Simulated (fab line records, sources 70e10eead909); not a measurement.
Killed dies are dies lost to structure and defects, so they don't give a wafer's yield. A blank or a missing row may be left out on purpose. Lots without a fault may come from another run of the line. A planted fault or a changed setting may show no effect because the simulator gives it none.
fab line records | flow nand_harc
record lots=6 wafers=18 last_day=24
route steps=1159 shown THIN_TSV@1127 END@1158
lots that met no fault: from a run of the same line without faults
start_h: hours from the record's first day to the start of the lot's first wafer shown | wait_h: hours since the lot's step before | " the same as in the row above | L1.1+2: a row that stands for several wafers | - no value, or no start given | * or withheld: withheld | < > ~ a bound
route shown NAME@n: a module of which the file shows steps, and the number in the route of the first | usual: mean/standard deviation of fault-free wafers | same: alike in all rows | chamber/n: place in a boat | sites: the reading at each site | _std_site: their standard deviation | _edge_site: outer sites' mean less inner sites' | radius_mm: how far each site lies from the wafer's centre | mask NAME#n: copy n | behind: the tool/chamber that last shaped the wafer | hold: why the lot was held/for how many hours/how that ended | device: the transistor (n, p or np) that didn't switch | end of line: the same wafers' tests at the end of the route | a step without rows: its recipe alone | killed: dies lost to structure and defects at the first sort, not the wafer's yield | map: a wafer's dies, x killed, . not, _ none there
set.NAME: the setting as run; set.NAME@STEP: as run at that earlier step | model.NAME: the simulator's own value behind a step, which no gauge read
lots at some steps of the route; a table a step, a row a wafer
services: from which hour (start_h, from the record's first day; less than 0 if before it) a tool's chamber was out of use, for how many hours, and why
## steps
# step NHARC_THIN_TSV_DEGAS_49
# recipe temp_c=300 time_s=120
# step NHARC_THIN_TSV_PRE_CLEAN_50
# recipe time_s=30 temp_c=280 gas=H2/He
# usual heater_power_w=435/54
# columns lot.wafer tool chamber start_h wait_h heater_power_w
L286.2 pvd_sputter-01 - - - 455
L286.4 " - " " 502
L286.5 " - " " 410
L292.3 pvd_sputter-02 - - - 441
L292.4 " - " " 361
L292.5 " - " " 442
L289.3 pvd_sputter-02 - - - 360
L289.1 " - " " 450
L289.5 " - " " 373
L293.1 pvd_sputter-03 - - - 404
L293.6 " - " " 522
L293.5 " - " " 363
L306.4 pvd_sputter-01 - - - 436
L306.5 " - " " 512
L306.6 " - " " 447
L308.2 pvd_sputter-01 - - - 519
L308.4 " - " " 400
L308.6 " - " " 509
# step NHARC_THIN_TSV_PVD_19
# recipe target_thk_a=200 chamber_pressure_pa=5 material=TaN
# step NHARC_THIN_TSV_PVD_51
# recipe target_thk_a=1000 chamber_pressure_pa=5 material=Cu
# step NHARC_THIN_TSV_ECD_20
# recipe target_thk_a=20000 material=Cu
# step NHARC_THIN_TSV_ANNEAL_52
# recipe temp_c=225 time_s=90
# step NHARC_THIN_TSV_CMP_21
# recipe t_overpolish_s=30 target_thk_nm=2000
# usual motor_current_A=12.1/0.94 overpolish_run_s=30.000/0.0088 pad_life_wafers=397/130 slurry_filter_dp_kPa=13.52/0.15
# columns lot.wafer tool chamber start_h wait_h motor_current_A overpolish_run_s pad_life_wafers slurry_filter_dp_kPa
L286.4 cmp-02 3 430.27 - 12.2 29.997 402 13.49
L286.2 " 2 " " 12.3 29.985 405 13.60
L286.5 " 3 " " 11.9 30.003 - 13.31
L292.4 cmp-02 0 443.37 - 10.7 29.996 492 13.36
L292.3 " 3 " " 11.9 29.998 495 13.53
L292.5 " 1 " " 13.8 29.990 - 13.32
L289.1 cmp-02 3 447.85 - 11.9 30.004 523 13.65
L289.3 " 0 " " 11.0 30.006 524 13.49
L289.5 " 2 " " 11.5 29.989 - 13.72
L293.1 cmp-01 3 472.63 - 13.0 30.001 615 13.41
L293.6 " 0 " " 11.6 30.000 - 13.71
L293.5 " 1 " " 14.1 29.982 - 13.53
L306.4 cmp-01 1 547.85 - 13.7 30.008 387 13.48
L306.5 " 2 " " 13.3 29.997 - 13.48
L306.6 " 3 " " 13.0 29.998 - 13.46
L308.2 cmp-03 3 558.48 - 12.5 30.006 396 13.66
L308.4 " 2 " " 11.8 30.019 399 13.49
L308.6 " 3 " " 12.5 29.993 - 13.18
# step NHARC_THIN_TSV_SRD_23
# step NHARC_THIN_TSV_DEGAS_53
# recipe temp_c=300 time_s=60
# step NHARC_THIN_TSV_PRE_CLEAN_54
# recipe time_s=30 temp_c=280 gas=H2/He
# usual heater_power_w=427/52
# columns lot.wafer tool chamber start_h wait_h heater_power_w
L286.4 pvd_sputter-01 - 430.82 0.1 478
L286.2 " - " " 489
L286.5 " - " " 404
L292.4 pvd_sputter-02 - 443.90 0.0 433
L292.3 " - " " 370
L292.5 " - " " 447
L289.1 pvd_sputter-02 - 448.39 0.1 374
L289.3 " - " " 450
L289.5 " - " " 367
L293.1 pvd_sputter-02 - 473.09 0.1 455
L293.6 " - " " 371
L293.5 " - " " 357
L306.4 pvd_sputter-03 - 548.31 0.0 416
L306.5 " - " " 463
L306.6 " - " " 413
L308.2 pvd_sputter-03 - 559.01 0.1 357
L308.4 " - " " 525
L308.6 " - " " 356
# step NHARC_THIN_TSV_PVD_55
# recipe target_thk_a=500 material=TiN
# step NHARC_THIN_TSV_PVD_24
# recipe target_thk_a=8000 power_w=withheld chamber_pressure_pa=withheld substrate_temp_c=withheld time_s=withheld gas=Ar material=Al
# columns lot.wafer tool chamber start_h wait_h
L286.2+4+5 pvd_sputter-01 - 431.03 0.1
L292.3+4+5 pvd_sputter-02 - 444.13 0.1
L289.3+1+5 pvd_sputter-02 - 448.72 0.2
L293.1+6+5 pvd_sputter-02 - 473.41 0.2
L306.4+6+5 pvd_sputter-03 - 548.58 0.2
L308.2+4+6 pvd_sputter-03 - 559.24 0.1
# step NHARC_THIN_TSV_DEHYDRATE_25
# recipe temp_c=150 time_s=120
# step NHARC_THIN_TSV_HMDS_26
# recipe time_s=30
# step NHARC_THIN_TSV_COAT_27
# recipe spin_rpm=*
# step NHARC_THIN_TSV_SOFTBAKE_28
# recipe temp_c=122 time_s=95
# step NHARC_THIN_TSV_EBR_29
# step NHARC_THIN_TSV_EXPOSE_30
# recipe na=0.55 dose_mj=11.47 mask_id=PAD
# step NHARC_THIN_TSV_PEB_31
# recipe peb_temp_c=118 peb_time_s=85
# step NHARC_THIN_TSV_DEVELOP_32
# recipe time_s=70
# step NHARC_THIN_TSV_CD_MEAS_33
# recipe target_cd_nm=5000 landing_energy_ev=500
# usual cd_nm=4999.6/1.9
# columns lot.wafer tool chamber start_h wait_h cd_nm
L286.2 cd_sem-01 0 431.87 - 4999.4
L286.4 " 0 " " 5002.4
L286.5 " 0 " " 5001.9
L292.3 cd_sem-01 0 444.98 - 4998.9
L292.4 " 0 " " 4998.1
L292.5 " 0 " " 4998.8
L289.1 cd_sem-01 0 449.44 - 4999.9
L289.3 " 0 " " 5000.9
L289.5 " 0 " " 5001.0
L293.1 cd_sem-01 0 474.17 - 5000.7
L293.5 " 0 " " 5000.0
L293.6 " 0 " " 4999.3
L306.4 cd_sem-03 0 549.26 - 4999.2
L306.5 " 0 " " 4997.3
L306.6 " 0 " " 4999.0
L308.2 cd_sem-03 0 559.96 - 4996.5
L308.4 " 0 " " 4997.1
L308.6 " 0 " " 4994.3
# step NHARC_THIN_TSV_HARDBAKE_34
# recipe temp_c=125 time_s=80
# step NHARC_THIN_TSV_DESCUM_35
# recipe time_s=3 o2_flow_sccm=200 ar_flow_sccm=0 bias_power_w=0 chemistry=O2
# step NHARC_THIN_TSV_ETCH_59
# recipe target_depth_a=8800 icp_w=900 bias_w=100 Cl2_flow_sccm=60 bcl3_flow_sccm=30 time_s=138.1 chemistry=Cl2/BCl3
# step NHARC_THIN_TSV_ETCH_36
# recipe target_depth_a=650 over_etch_frac=0.3 time_s=18.571 ion_energy_ev=150 chemistry=Cl2/BCl3
# usual drypump_motor_current_A=6.2/0.31 oes_product_au=0.995/0.0068
# columns lot.wafer tool chamber start_h wait_h drypump_motor_current_A oes_product_au rf_hours_counter_h
L286.2 rie_metal-01 0 432.42 0.2 6.0 0.990 3.1
L286.4 " 0 " " 6.0 0.993 -
L286.5 " 1 " " 6.1 0.997 -
L292.4 rie_metal-03 0 445.54 0.1 5.7 0.999 -
L292.3 " 1 " " 5.8 0.994 -
L292.5 " 1 " " 5.8 0.994 -
L289.1 rie_metal-02 0 449.99 0.2 6.4 0.983 2.0
L289.3 " 1 " " 6.7 0.982 -
L289.5 " 0 " " 6.4 0.989 -
L293.1 rie_metal-02 0 474.73 0.2 6.4 1.004 2.3
L293.5 " 1 " " 6.7 0.994 -
L293.6 " 0 " " 6.4 0.993 -
L306.4 rie_metal-01 0 549.83 0.2 6.0 0.989 -
L306.5 " 1 " " 6.1 0.977 -
L306.6 " 0 " " 6.0 1.000 -
L308.2 rie_metal-03 1 560.51 0.2 5.9 1.000 3.2
L308.4 " 0 " " 5.8 1.008 -
L308.6 " 0 " " 5.8 1.003 -
# step NHARC_THIN_TSV_STRIP_56
# recipe power_w=1500 temp_c=250 chemistry=O2
# usual drypump_motor_current_A=5.66/0.26 heater_power_w=323/38
# columns lot.wafer tool chamber start_h wait_h drypump_motor_current_A heater_power_w rf_hours_counter_h
L286.2 plasma_asher-01 0 432.57 0.1 5.71 303 57
L286.4 " 1 " " 5.45 319 -
L286.5 " 1 " " 5.41 313 -
L292.3 plasma_asher-02 1 445.72 0.2 6.21 324 -
L292.4 " 0 " " 5.62 413 -
L292.5 " 0 " " 5.64 418 -
L289.1 plasma_asher-01 0 450.09 0.1 5.71 305 64
L289.3 " 0 " " 5.74 304 -
L289.5 " 1 " " 5.40 322 -
L293.1 plasma_asher-02 1 475.09 0.4 6.23 326 39
L293.6 " 1 " " 6.23 313 -
L293.5 " 0 " " 5.58 423 -
L306.4 plasma_asher-02 1 550.05 0.2 6.22 306 -
L306.5 " 0 " " 5.60 402 -
L306.6 " 1 " " 6.25 303 -
L308.2 plasma_asher-01 0 560.65 0.1 5.72 304 34
L308.4 " 1 " " 5.42 308 -
L308.6 " 0 " " 5.73 297 -
# step NHARC_THIN_TSV_STRIP_57
# recipe time_s=1200 temp_c=72.5 chemistry=post_etch_residue_remover
# step NHARC_THIN_TSV_CD_MEAS_37
# usual cd_nm=4999.1/2.8
# columns lot.wafer tool chamber start_h wait_h cd_nm
L286.2 cd_sem-03 - 433.32 - 5000.3
L286.4 " - " " 5003.7
L286.5 " - " " 5003.8
L292.3 cd_sem-01 - 446.43 - 4996.0
L292.4 " - " " 4994.1
L292.5 " - " " 4996.2
L289.1 cd_sem-03 - 450.88 - 5000.9
L289.3 " - " " 5002.8
L289.5 " - " " 5002.0
L293.1 cd_sem-03 - 475.89 - 4996.8
L293.5 " - " " 4999.2
L293.6 " - " " 5002.0
L306.4 cd_sem-03 - 550.72 - 4996.2
L306.5 " - " " 4995.8
L306.6 " - " " 4998.3
L308.2 cd_sem-03 - 561.40 - 4994.9
L308.4 " - " " 4995.9
L308.6 " - " " 4994.4
# step NHARC_THIN_TSV_ANNEAL_58
# recipe temp_c=400 time_s=1800
# step NHARC_THIN_TSV_INSPECT_40
# usual raw_defect_count=468/74
# columns lot.wafer tool chamber start_h wait_h raw_defect_count
L286.2 defect_inspect-02 - 436.51 0.4 671
L286.4 " - " " 532
L286.5 " - " " 469
L292.3 defect_inspect-01 - 448.43 0.4 411
L292.4 " - " " 379
L292.5 " - " " 489
L289.1 defect_inspect-01 - 452.99 0.4 582
L289.3 " - " " 541
L289.5 " - " " 500
L293.1 defect_inspect-02 - 478.48 0.4 521
L293.5 " - " " 443
L293.6 " - " " 376
L306.4 defect_inspect-02 - 555.15 0.4 385
L306.5 " - " " 376
L306.6 " - " " 542
L308.2 defect_inspect-01 - 565.85 0.4 384
L308.4 " - " " 542
L308.6 " - " " 366
# step NHARC_END_WLT_00
# usual VT_DECK1_BOTTOM=0.872/0.0062 VT_DECK1_BOTTOM_INNER=0.872/0.0064 VT_DECK1_MEDIAN_NEAR_BOTTOM=0.873/0.0062 VT_DECK1_MEDIAN_NEAR_BOTTOM_INNER=0.873/0.0065 VT_DECK1_MIDDLE=0.885/0.0063 VT_DECK1_MIDDLE_INNER=0.886/0.0059 VT_DECK1_TOP=0.897/0.0056 VT_DECK1_TOP_INNER=0.897/0.006
# columns lot.wafer tool chamber start_h wait_h VT_DECK1_BOTTOM VT_DECK1_BOTTOM_INNER VT_DECK1_MEDIAN_NEAR_BOTTOM VT_DECK1_MEDIAN_NEAR_BOTTOM_INNER VT_DECK1_MIDDLE VT_DECK1_MIDDLE_INNER VT_DECK1_TOP VT_DECK1_TOP_INNER
L286.2 prober-01 - 462.22 25.7 0.867 0.866 0.863 0.867 0.891 0.894 0.897 0.900
L286.4 " - 463.22 26.7 0.873 0.872 0.877 0.876 0.890 0.878 0.894 0.900
L286.5 " - " " 0.875 0.879 0.872 0.869 0.881 0.881 0.895 0.898
L292.3 prober-01 - 478.22 29.8 0.863 0.866 0.878 0.876 0.895 0.889 0.905 0.907
L292.4 " - " " 0.882 0.885 0.892 0.882 0.888 0.890 0.905 0.913
L292.5 " - " " 0.874 0.881 0.873 0.884 0.892 0.895 0.902 0.895
L289.1 prober-02 - 488.86 35.9 0.869 0.874 0.876 0.877 0.879 0.887 0.896 0.899
L289.3 " - " " 0.861 0.873 0.870 0.861 0.876 0.881 0.894 0.890
L293.1 prober-02 - 496.61 18.1 0.868 0.863 0.870 0.853 0.877 0.880 0.891 0.894
L293.6 " - 499.17 20.7 0.867 0.865 0.865 0.872 0.885 0.884 0.896 0.894
L306.4 prober-01 - 560.74 5.6 0.868 0.868 0.874 0.869 0.879 0.884 0.901 0.895
L306.5 " - " " 0.872 0.877 0.881 0.865 0.884 0.886 0.895 0.907
L306.6 " - " " 0.859 0.863 0.874 0.870 0.886 0.880 0.896 0.899
L308.2 prober-01 - 567.56 1.7 0.871 0.873 0.877 0.874 0.884 0.882 0.901 0.896
L308.4 " - 568.57 2.7 0.875 0.872 0.871 0.874 0.887 0.886 0.890 0.904
L308.6 " - 569.57 3.7 0.866 0.872 0.874 0.874 0.891 0.883 0.897 0.896
# step NHARC_END_SORT_01
# recipe temp_c=25
# usual defect_limited_yield=95.2/1.6 killed_at_array=29/11 killed_at_other=0.7/1.1 killed_at_periphery=3.1/2 killed_dies=33/11 killed_open=3.5/1.8 killed_short=2.0/1.4 sort_bin_2_pct=1.5/0.6 sort_bin_3_pct=0.24/0.19 sort_bin_4_pct=3.1/1.1 sort_n_pass=644/11 sort_rim_yield_pct=96.5/2.3 sort_yield_pct=95.2/1.6
# same gross_dies=677 sort_bin_5_pct[%]=0 sort_bin_6_pct[%]=0 sort_bin_7_pct[%]=0 sort_bin_8_pct[%]=0 sort_rim_n_gross=106.00
# columns lot.wafer tool chamber start_h wait_h defect_limited_yield[%] killed_at_array killed_at_other killed_at_periphery killed_dies killed_open killed_short sort_bin_2_pct[%] sort_bin_3_pct[%] sort_bin_4_pct[%] sort_n_pass sort_rim_yield_pct[%] sort_yield_pct[%]
L289.5 prober-02 0 495.01 3.7 0 8 666 3 677 3 1 0.3 98.38 1.3 0 0 0
L293.1 prober-02 0 499.68 2.6 95.1 27 0 6 33 2 3 1.9 0.30 2.7 644 95.3 95.1
L293.5 prober-02 0 502.87 3.7 0 28 645 4 677 4 1 1.5 95.57 3.0 0 0 0
L293.6 prober-02 0 503.67 4.0 95.6 24 0 6 30 6 1 0.9 0.30 3.2 647 93.4 95.6
L306.4 prober-01 0 564.64 3.4 94.1 36 1 3 40 4 3 2.1 0.30 3.5 637 95.3 94.1
L306.5 prober-01 0 565.45 3.7 95.7 27 1 1 29 2 1 1.5 0.59 2.2 648 98.1 95.7
L306.6 prober-01 0 566.25 4.0 93.5 40 0 4 44 3 7 1.2 0.74 4.6 633 99.1 93.5
# killed by level:class
L289.5 THIN_TSV:area_pvd=666 P_STI:chamber_film_flake=2 A_CONTACT:chamber_film_flake=2 A_CHANNEL_HOLE_D1:geometric_particle:open=1 A_CHANNEL_FILL_D1:geometric_particle:open=1 A_CONTACT:geometric_particle:open=1 A_M0:geometric_particle:short=1 P_CONTACT:chamber_film_flake=1
L293.1 A_SLIT:chamber_film_flake=9 A_CONTACT:chamber_film_flake=6 P_M2:chamber_film_flake=3 A_CHANNEL_HOLE_D1:chamber_film_flake=3 A_STAIRCASE:chamber_film_flake=3 P_GATE:chamber_film_flake=2 P_CONTACT:geometric_particle:open=1 A_SGD_CUT:geometric_particle:short=1
L293.5 THIN_TSV:area_pvd=645 A_SLIT:chamber_film_flake=11 A_STAIRCASE:chamber_film_flake=6 A_CONTACT:chamber_film_flake=4 P_M2:chamber_film_flake=3 P_CONTACT:geometric_particle:open=1 A_ONON_D1:geometric_particle:open=1 A_CHANNEL_FILL_D1:geometric_particle:open=1
L293.6 A_SLIT:chamber_film_flake=9 A_CONTACT:geometric_particle:open=3 P_M2:chamber_film_flake=3 A_CHANNEL_HOLE_D1:chamber_film_flake=3 A_STAIRCASE:chamber_film_flake=2 A_CONTACT:chamber_film_flake=2 P_M1:geometric_particle:open=1 A_ONON_D1:geometric_particle:open=1
L306.4 A_CHANNEL_HOLE_D1:chamber_film_flake=23 A_CONTACT:chamber_film_flake=4 A_STAIRCASE:chamber_film_flake=3 A_CONTACT:geometric_particle:open=2 P_CONTACT:geometric_particle:open=1 P_M0:geometric_particle:short=1 A_ONON_D1:geometric_particle:open=1 A_SGD_CUT:geometric_particle:short=1
L306.5 A_CHANNEL_HOLE_D1:chamber_film_flake=22 A_CONTACT:chamber_film_flake=3 P_GATE:geometric_particle:open=1 A_CONTACT:geometric_particle:short=1 A_BLC:geometric_particle:open=1 THIN_TSV:chamber_film_flake=1
L306.6 A_CHANNEL_HOLE_D1:chamber_film_flake=22 A_CONTACT:chamber_film_flake=9 A_CHANNEL_FILL_D1:geometric_particle:short=2 A_WL_FILL:geometric_particle:short=2 A_STAIRCASE:chamber_film_flake=2 P_CONTACT:geometric_particle:short=1 P_CONTACT:geometric_particle:open=1 P_M0:geometric_particle:open=1
# map L289.5 (x killed, . not)
____________x____________
_________xxxxxxx_________
_______xxxxxxxxxxx_______
______xxxxxxxxxxxxx______
_____xxxxxxxxxxxxxxx_____
____xxxxxxxxxxxxxxxxx____
____xxxxxxxxxxxxxxxxx____
___xxxxxxxxxxxxxxxxxxx___
___xxxxxxxxxxxxxxxxxxx___
__xxxxxxxxxxxxxxxxxxxxx__
__xxxxxxxxxxxxxxxxxxxxx__
_xxxxxxxxxxxxxxxxxxxxxxx_
_xxxxxxxxxxxxxxxxxxxxxxx_
_xxxxxxxxxxxxxxxxxxxxxxx_
_xxxxxxxxxxxxxxxxxxxxxxx_
_xxxxxxxxxxxxxxxxxxxxxxx_
xxxxxxxxxxxxxxxxxxxxxxxxx
xxxxxxxxxxxxxxxxxxxxxxxxx
xxxxxxxxxxxxxxxxxxxxxxxxx
xxxxxxxxxxxxxxxxxxxxxxxxx
xxxxxxxxxxxxxxxxxxxxxxxxx
_xxxxxxxxxxxxxxxxxxxxxxx_
_xxxxxxxxxxxxxxxxxxxxxxx_
_xxxxxxxxxxxxxxxxxxxxxxx_
_xxxxxxxxxxxxxxxxxxxxxxx_
_xxxxxxxxxxxxxxxxxxxxxxx_
__xxxxxxxxxxxxxxxxxxxxx__
__xxxxxxxxxxxxxxxxxxxxx__
___xxxxxxxxxxxxxxxxxxx___
___xxxxxxxxxxxxxxxxxxx___
____xxxxxxxxxxxxxxxxx____
____xxxxxxxxxxxxxxxxx____
_____xxxxxxxxxxxxxxx_____
______xxxxxxxxxxxxx______
_______xxxxxxxxxxx_______
_________xxxxxxx_________
____________x____________
# map L293.5 (x killed, . not)
____________x____________
_________xxxxxxx_________
_______xxxxxxxxxxx_______
______xxxxxxxxxxxxx______
_____xxxxxxxxxxxxxxx_____
____xxxxxxxxxxxxxxxxx____
____xxxxxxxxxxxxxxxxx____
___xxxxxxxxxxxxxxxxxxx___
___xxxxxxxxxxxxxxxxxxx___
__xxxxxxxxxxxxxxxxxxxxx__
__xxxxxxxxxxxxxxxxxxxxx__
_xxxxxxxxxxxxxxxxxxxxxxx_
_xxxxxxxxxxxxxxxxxxxxxxx_
_xxxxxxxxxxxxxxxxxxxxxxx_
_xxxxxxxxxxxxxxxxxxxxxxx_
_xxxxxxxxxxxxxxxxxxxxxxx_
xxxxxxxxxxxxxxxxxxxxxxxxx
xxxxxxxxxxxxxxxxxxxxxxxxx
xxxxxxxxxxxxxxxxxxxxxxxxx
xxxxxxxxxxxxxxxxxxxxxxxxx
xxxxxxxxxxxxxxxxxxxxxxxxx
_xxxxxxxxxxxxxxxxxxxxxxx_
_xxxxxxxxxxxxxxxxxxxxxxx_
_xxxxxxxxxxxxxxxxxxxxxxx_
_xxxxxxxxxxxxxxxxxxxxxxx_
_xxxxxxxxxxxxxxxxxxxxxxx_
__xxxxxxxxxxxxxxxxxxxxx__
__xxxxxxxxxxxxxxxxxxxxx__
___xxxxxxxxxxxxxxxxxxx___
___xxxxxxxxxxxxxxxxxxx___
____xxxxxxxxxxxxxxxxx____
____xxxxxxxxxxxxxxxxx____
_____xxxxxxxxxxxxxxx_____
______xxxxxxxxxxxxx______
_______xxxxxxxxxxx_______
_________xxxxxxx_________
____________x____________
## services
# columns tool chamber start_h hours kind
cmp-03 - 417.89 2.9 repair
cmp-03 - 428.59 59.3 repair
pvd_sputter-02 - 436.22 5.5 repair
pvd_sputter-01 - 437.89 14.8 repair
cmp-02 - 451.92 4.0 pm
rie_metal-03 - 453.00 9.0 pm
plasma_asher-01 - 453.60 9.0 pm
plasma_asher-01 0 453.60 9.0 vent_cycle
plasma_asher-01 1 453.60 9.0 vent_cycle
cmp-01 - 455.58 0.5 repair
cmp-02 - 455.92 - consumable_replace:conditioner
cmp-02 - 455.92 - consumable_replace:pad
pvd_sputter-03 - 458.07 10.0 pm
plasma_asher-01 0 462.60 - clean
cmp-01 - 475.06 4.0 pm
cmp-03 - 487.92 4.0 pm
cmp-02 - 505.09 1.8 repair
rie_metal-01 - 509.00 9.0 pm
pvd_sputter-01 - 514.05 10.0 pm
cmp-03 - 523.71 0.6 repair
cmp-02 - 534.73 1.6 repair
plasma_asher-02 - 537.31 9.0 pm
rie_metal-03 0 537.52 8.0 repair
cmp-02 - 549.92 4.0 pm
## key
first_sign step=NHARC_END_SORT_01 reading=killed_at_other direction=up sigmas=99+ usual=0.7 struck=655.5
effect step=NHARC_END_SORT_01 reading=sort_bin_3_pct direction=up sigmas=99+ usual=0.24 struck=96.97
more_kills_born_at NHARC_THIN_TSV_PVD_24@pvd_sputter-02=1311
met_at NHARC_THIN_TSV_PVD_24
struck_wafers L289.5,L293.5
later_rows_left_out L289.5,L293.5
fault kind=process_parameter_drift tool=pvd_sputter-02 chamber=- onset_h=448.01 steps=NHARC_THIN_TSV_PVD_24 channel=target_thk_a offset=* shape=step end_h=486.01 acts_in=* stated=* scope=struck_wafers_only
# later_rows_left_out: the simulator's readings of these wafers behind a module that went badly wrong aren't trusted and aren't shown, but for the sort
